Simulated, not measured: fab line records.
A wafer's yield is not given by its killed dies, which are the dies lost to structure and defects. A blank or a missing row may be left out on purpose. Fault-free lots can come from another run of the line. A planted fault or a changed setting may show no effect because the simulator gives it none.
Which tool is to blame? / flow nand harc / 36 wafers from 12 lots sampled at 5 of the route's 1302 steps

== WHAT THE GAUGES SHOWED, per wafer ==
NHARC_END_SORT_01. Usual: killed at array 52, standard deviation 17; killed at other 1.2, standard deviation 1.4; killed at periphery 4.7, standard deviation 2.9; killed dies 58, standard deviation 17; killed open 3.2, standard deviation 1.9; killed short 2.4, standard deviation 1.4.
lot=L880; measured=day 30 01:56; on=prober-02; killed at array=28 31 40; killed at other=0 1 0; killed at periphery=2 7 469; killed dies=30 39 509; killed open=3 7 4; killed short=3 2 5; flag=OFF
lot=L881; measured=day 30 01:58; on=prober-01; killed at array=47 63 65; killed at other=0 0 1; killed at periphery=2 495 450; killed dies=49 558 516; killed open=5 5 0; killed short=3 2 5; flag=OFF
lot=L882; measured=day 30 19:20; on=prober-01; killed at array=31 28 15; killed at other=1 0 0; killed at periphery=6 4 453; killed dies=38 32 468; killed open=6 3 2; killed short=3 3 1; flag=OFF

== TOOL THAT RAN EACH LOT (tool first, then ch and the chambers of the sampled wafers, then the start) ==
lot=L868; NHARC_P_GATE_RTA_64=rtp anneal-02 ch 0, day 6 11:48; NHARC_P_GATE_DEGAS_109=pvd sputter-01, day 6 12:10; NHARC_P_CONTACT_ETCH_36=rie diel-07 ch 0,2,3, day 6 14:59; NHARC_P_CONTACT_ALD_22=ald metal-02 ch 0,1,2, day 6 16:40
lot=L871; NHARC_P_GATE_RTA_64=rtp anneal-02 ch 0, day 8 00:47; NHARC_P_GATE_DEGAS_109=pvd sputter-03, day 8 01:04; NHARC_P_CONTACT_ETCH_36=rie diel-07 ch 1,2,3, day 8 03:55; NHARC_P_CONTACT_ALD_22=ald metal-04 ch 0,1,2, day 8 05:40
lot=L872; NHARC_P_GATE_RTA_64=rtp anneal-01 ch 0, day 8 05:41; NHARC_P_GATE_DEGAS_109=pvd sputter-01, day 8 05:58; NHARC_P_CONTACT_ETCH_36=rie diel-06 ch 0,2, day 8 09:11; NHARC_P_CONTACT_ALD_22=ald metal-04 ch 0,3, day 8 11:04
lot=L873; NHARC_P_GATE_RTA_64=rtp anneal-01 ch 0, day 8 16:00; NHARC_P_GATE_DEGAS_109=pvd sputter-01, day 8 16:15; NHARC_P_CONTACT_ETCH_36=rie diel-02 ch 0,1, day 8 19:14; NHARC_P_CONTACT_ALD_22=ald metal-02 ch 1,3, day 8 20:52
lot=L880; NHARC_P_GATE_RTA_64=rtp anneal-02 ch 0, day 11 15:58; NHARC_P_GATE_DEGAS_109=pvd sputter-03, day 11 16:17; NHARC_P_CONTACT_ETCH_36=rie diel-06 ch 0,2,3, day 11 19:06; NHARC_P_CONTACT_ALD_22=ald metal-04 ch 0,2,3, day 11 20:44
lot=L881; NHARC_P_GATE_RTA_64=rtp anneal-02 ch 0, day 11 20:15; NHARC_P_GATE_DEGAS_109=pvd sputter-03, day 11 20:34; NHARC_P_CONTACT_ETCH_36=rie diel-06 ch 2,3, day 11 23:29; NHARC_P_CONTACT_ALD_22=ald metal-02 ch 2,3, day 12 01:08
lot=L882; NHARC_P_GATE_RTA_64=rtp anneal-02 ch 0, day 12 11:46; NHARC_P_GATE_DEGAS_109=pvd sputter-01, day 12 12:05; NHARC_P_CONTACT_ETCH_36=rie diel-06 ch 1,2, day 12 15:02; NHARC_P_CONTACT_ALD_22=ald metal-02 ch 1,2, day 12 16:41
lot=L883; NHARC_P_GATE_RTA_64=rtp anneal-01 ch 0, day 12 16:37; NHARC_P_GATE_DEGAS_109=pvd sputter-01, day 12 16:57; NHARC_P_CONTACT_ETCH_36=rie diel-02 ch 1,2,3, day 12 19:47; NHARC_P_CONTACT_ALD_22=ald metal-03 ch 0,2,3, day 12 21:25
lot=L884; NHARC_P_GATE_RTA_64=rtp anneal-01 ch 0, day 13 09:15; NHARC_P_GATE_DEGAS_109=pvd sputter-02, day 13 09:33; NHARC_P_CONTACT_ETCH_36=rie diel-02 ch 0,1,3, day 13 12:40; NHARC_P_CONTACT_ALD_22=ald metal-02 ch 0,1,2, day 13 14:23
lot=L886; NHARC_P_GATE_RTA_64=rtp anneal-02 ch 0, day 14 06:08; NHARC_P_GATE_DEGAS_109=pvd sputter-01, day 14 06:23; NHARC_P_CONTACT_ETCH_36=rie diel-02 ch 0,2,3, day 14 09:20; NHARC_P_CONTACT_ALD_22=ald metal-03 ch 0,1, day 14 10:59
lot=L888; NHARC_P_GATE_RTA_64=rtp anneal-01 ch 0, day 14 23:33; NHARC_P_GATE_DEGAS_109=pvd sputter-02, day 14 23:47; NHARC_P_CONTACT_ETCH_36=rie diel-06 ch 0,1,3, day 15 02:49; NHARC_P_CONTACT_ALD_22=ald metal-04 ch 2,3, day 15 04:25
lot=L889; NHARC_P_GATE_RTA_64=rtp anneal-02 ch 0, day 15 15:41; NHARC_P_GATE_DEGAS_109=pvd sputter-01, day 15 15:59; NHARC_P_CONTACT_ETCH_36=rie diel-07 ch 0,1, day 15 18:55; NHARC_P_CONTACT_ALD_22=ald metal-04 ch 1,2, day 15 20:34
- NHARC_P_GATE_RTA_64: time 1 s.
- NHARC_P_GATE_DEGAS_109: time 60 s.
- NHARC_P_CONTACT_ETCH_36: etches the open film in N2/H2, target depth 260 nm, time 406.25 s.
- NHARC_P_CONTACT_ALD_22: deposits TiN, target thk 3 nm, pulse time 1 s, ald cycles 150.

== WHAT THE TOOLS THEMSELVES READ (means of the sampled wafers that have a number; where no wafer has one, the mark that the record gives instead) ==
NHARC_P_GATE_RTA_64. Usual: lamp power pct 33.25 %, standard deviation 0.13; lamp_zone_2_pct 33.26 %, standard deviation 0.14; lamp_zone_3_pct 33.25 %, standard deviation 0.13; lamp_zone_7_pct 33.67 %, standard deviation 0.14; wafer_temp_C_max 1054.1, standard deviation 1.
lot=L868; tool=rtp anneal-02; lamp power pct (%)=33.14; lamp_zone_2_pct (%)=33.16; lamp_zone_3_pct (%)=33.16; lamp_zone_7_pct (%)=33.59; wafer_temp_C_max=1053.1; flag=
lot=L871; tool=rtp anneal-02; lamp power pct (%)=33.15; lamp_zone_2_pct (%)=33.17; lamp_zone_3_pct (%)=33.15; lamp_zone_7_pct (%)=33.56; wafer_temp_C_max=1053.9; flag=
lot=L872; tool=rtp anneal-01; lamp power pct (%)=33.39; lamp_zone_2_pct (%)=33.40; lamp_zone_3_pct (%)=33.39; lamp_zone_7_pct (%)=33.77; wafer_temp_C_max=1055.1; flag=
lot=L873; tool=rtp anneal-01; lamp power pct (%)=33.43; lamp_zone_2_pct (%)=33.43; lamp_zone_3_pct (%)=33.42; lamp_zone_7_pct (%)=33.83; wafer_temp_C_max=1055.0; flag=
lot=L880; tool=rtp anneal-02; lamp power pct (%)=33.19; lamp_zone_2_pct (%)=33.16; lamp_zone_3_pct (%)=33.18; lamp_zone_7_pct (%)=33.60; wafer_temp_C_max=1054.0; flag=
lot=L881; tool=rtp anneal-02; lamp power pct (%)=33.17; lamp_zone_2_pct (%)=33.18; lamp_zone_3_pct (%)=33.13; lamp_zone_7_pct (%)=33.61; wafer_temp_C_max=1053.9; flag=
lot=L882; tool=rtp anneal-02; lamp power pct (%)=33.14; lamp_zone_2_pct (%)=33.11; lamp_zone_3_pct (%)=33.12; lamp_zone_7_pct (%)=33.53; wafer_temp_C_max=1052.7; flag=
lot=L883; tool=rtp anneal-01; lamp power pct (%)=33.42; lamp_zone_2_pct (%)=33.46; lamp_zone_3_pct (%)=33.38; lamp_zone_7_pct (%)=33.83; wafer_temp_C_max=1054.5; flag=
lot=L884; tool=rtp anneal-01; lamp power pct (%)=33.37; lamp_zone_2_pct (%)=33.39; lamp_zone_3_pct (%)=33.37; lamp_zone_7_pct (%)=33.84; wafer_temp_C_max=1054.3; flag=
lot=L886; tool=rtp anneal-02; lamp power pct (%)=33.19; lamp_zone_2_pct (%)=33.18; lamp_zone_3_pct (%)=33.18; lamp_zone_7_pct (%)=33.58; wafer_temp_C_max=1053.7; flag=
lot=L888; tool=rtp anneal-01; lamp power pct (%)=33.46; lamp_zone_2_pct (%)=33.43; lamp_zone_3_pct (%)=33.43; lamp_zone_7_pct (%)=33.86; wafer_temp_C_max=1054.2; flag=
lot=L889; tool=rtp anneal-02; lamp power pct (%)=33.15; lamp_zone_2_pct (%)=33.15; lamp_zone_3_pct (%)=33.16; lamp_zone_7_pct (%)=33.56; wafer_temp_C_max=1053.1; flag=

NHARC_P_GATE_DEGAS_109. Usual: heater power w 467 W, standard deviation 37.
lot=L868; tool=pvd sputter-01; heater power w (W)=463; flag=
lot=L871; tool=pvd sputter-03; heater power w (W)=494; flag=
lot=L872; tool=pvd sputter-01; heater power w (W)=476; flag=
lot=L873; tool=pvd sputter-01; heater power w (W)=495; flag=
lot=L880; tool=pvd sputter-03; heater power w (W)=487; flag=
lot=L881; tool=pvd sputter-03; heater power w (W)=486; flag=
lot=L882; tool=pvd sputter-01; heater power w (W)=484; flag=
lot=L883; tool=pvd sputter-01; heater power w (W)=442; flag=
lot=L884; tool=pvd sputter-02; heater power w (W)=435; flag=
lot=L886; tool=pvd sputter-01; heater power w (W)=434; flag=
lot=L888; tool=pvd sputter-02; heater power w (W)=460; flag=
lot=L889; tool=pvd sputter-01; heater power w (W)=451; flag=

NHARC_P_CONTACT_ETCH_36. Usual: drypump motor current A 5.8 A, standard deviation 0.41; oes product au 1.000 a.u., standard deviation 0.012; rf vpp V 430.6 V, standard deviation 2.5; showerhead plenum p Torr 2.04 Torr, standard deviation 0.088; throttle valve pct 14.171 %, standard deviation 0.0086.
lot=L868; tool=rie diel-07; drypump motor current A (A)=6.1; oes product au (a.u.)=0.991; rf vpp V (V)=431.0; showerhead plenum p Torr (Torr)=2.05; throttle valve pct (%)=14.169; flag=
lot=L871; tool=rie diel-07; drypump motor current A (A)=5.8; oes product au (a.u.)=0.995; rf vpp V (V)=431.6; showerhead plenum p Torr (Torr)=2.08; throttle valve pct (%)=14.156; flag=
lot=L872; tool=rie diel-06; drypump motor current A (A)=5.9; oes product au (a.u.)=0.991; rf vpp V (V)=431.2; showerhead plenum p Torr (Torr)=2.05; throttle valve pct (%)=14.175; flag=
lot=L873; tool=rie diel-02; drypump motor current A (A)=6.0; oes product au (a.u.)=0.992; rf vpp V (V)=432.6; showerhead plenum p Torr (Torr)=2.11; throttle valve pct (%)=14.165; flag=
lot=L880; tool=rie diel-06; drypump motor current A (A)=5.9; oes product au (a.u.)=0.950; rf vpp V (V)=430.0; showerhead plenum p Torr (Torr)=2.02; throttle valve pct (%)=14.174; flag=OFF
lot=L881; tool=rie diel-06; drypump motor current A (A)=5.7; oes product au (a.u.)=0.900; rf vpp V (V)=433.0; showerhead plenum p Torr (Torr)=2.10; throttle valve pct (%)=14.171; flag=OFF
lot=L882; tool=rie diel-06; drypump motor current A (A)=5.7; oes product au (a.u.)=0.957; rf vpp V (V)=431.7; showerhead plenum p Torr (Torr)=2.09; throttle valve pct (%)=14.175; flag=OFF
lot=L883; tool=rie diel-02; drypump motor current A (A)=5.4; oes product au (a.u.)=1.007; rf vpp V (V)=429.1; showerhead plenum p Torr (Torr)=1.99; throttle valve pct (%)=14.176; flag=
lot=L884; tool=rie diel-02; drypump motor current A (A)=5.7; oes product au (a.u.)=1.008; rf vpp V (V)=430.2; showerhead plenum p Torr (Torr)=2.06; throttle valve pct (%)=14.173; flag=
lot=L886; tool=rie diel-02; drypump motor current A (A)=5.7; oes product au (a.u.)=1.011; rf vpp V (V)=431.9; showerhead plenum p Torr (Torr)=2.08; throttle valve pct (%)=14.168; flag=
lot=L888; tool=rie diel-06; drypump motor current A (A)=5.9; oes product au (a.u.)=1.006; rf vpp V (V)=428.4; showerhead plenum p Torr (Torr)=1.98; throttle valve pct (%)=14.165; flag=
lot=L889; tool=rie diel-07; drypump motor current A (A)=5.6; oes product au (a.u.)=0.992; rf vpp V (V)=431.8; showerhead plenum p Torr (Torr)=2.06; throttle valve pct (%)=14.173; flag=

NHARC_P_CONTACT_ALD_22. Usual: heater power w 1088 W, standard deviation 110; precursor pulse height rel 0.999, standard deviation 0.02.
lot=L868; tool=ald metal-02; heater power w (W)=1086; precursor pulse height rel=0.988; flag=
lot=L871; tool=ald metal-04; heater power w (W)=1073; precursor pulse height rel=0.988; flag=
lot=L872; tool=ald metal-04; heater power w (W)=1156; precursor pulse height rel=0.986; flag=
lot=L873; tool=ald metal-02; heater power w (W)=1033; precursor pulse height rel=1.008; flag=
lot=L880; tool=ald metal-04; heater power w (W)=1141; precursor pulse height rel=1.000; flag=
lot=L881; tool=ald metal-02; heater power w (W)=1044; precursor pulse height rel=0.998; flag=
lot=L882; tool=ald metal-02; heater power w (W)=1169; precursor pulse height rel=1.003; flag=
lot=L883; tool=ald metal-03; heater power w (W)=1157; precursor pulse height rel=1.000; flag=
lot=L884; tool=ald metal-02; heater power w (W)=1144; precursor pulse height rel=0.992; flag=
lot=L886; tool=ald metal-03; heater power w (W)=1231; precursor pulse height rel=0.999; flag=
lot=L888; tool=ald metal-04; heater power w (W)=1137; precursor pulse height rel=1.002; flag=
lot=L889; tool=ald metal-04; heater power w (W)=1109; precursor pulse height rel=0.988; flag=

== THE ANSWER, worked out from the rows above alone ==
Rule: a lot is off if the mean of its wafers that have a number lies more than 3 standard deviations from the usual mean. A lot without any number at a reading at which 4 lots or more have one is off too. Any other lot the step has rows for is counted as sound. Order of review: gauges by route order, followed by the tools' own readings, for which a lot's mean as printed above is used. At the first step where some lot is off, the reading lying furthest off is the one used; lots without a number count as furthest.
Off: L880, L881, L882, at NHARC_END_SORT_01 (killed at periphery). Neither off nor sound, because the step has no rows for them: L868, L871, L872, L873, L883, L884, L886, L888, L889.
A tool fits if, at a process step before that reading, it ran every lot that is off, and no sound lot after the first of them. The gauges at NHARC_END_SORT_01 aren't tried: what is off there is off at NHARC_P_CONTACT_ETCH_36 too, on other tools, and a gauge's error can't cause that. Undecided on this evidence; 2 tools fit (rtp anneal-02 at NHARC_P_GATE_RTA_64, rie diel-06 at NHARC_P_CONTACT_ETCH_36).

== WHAT THE SIMULATOR HAD INSERTED ==
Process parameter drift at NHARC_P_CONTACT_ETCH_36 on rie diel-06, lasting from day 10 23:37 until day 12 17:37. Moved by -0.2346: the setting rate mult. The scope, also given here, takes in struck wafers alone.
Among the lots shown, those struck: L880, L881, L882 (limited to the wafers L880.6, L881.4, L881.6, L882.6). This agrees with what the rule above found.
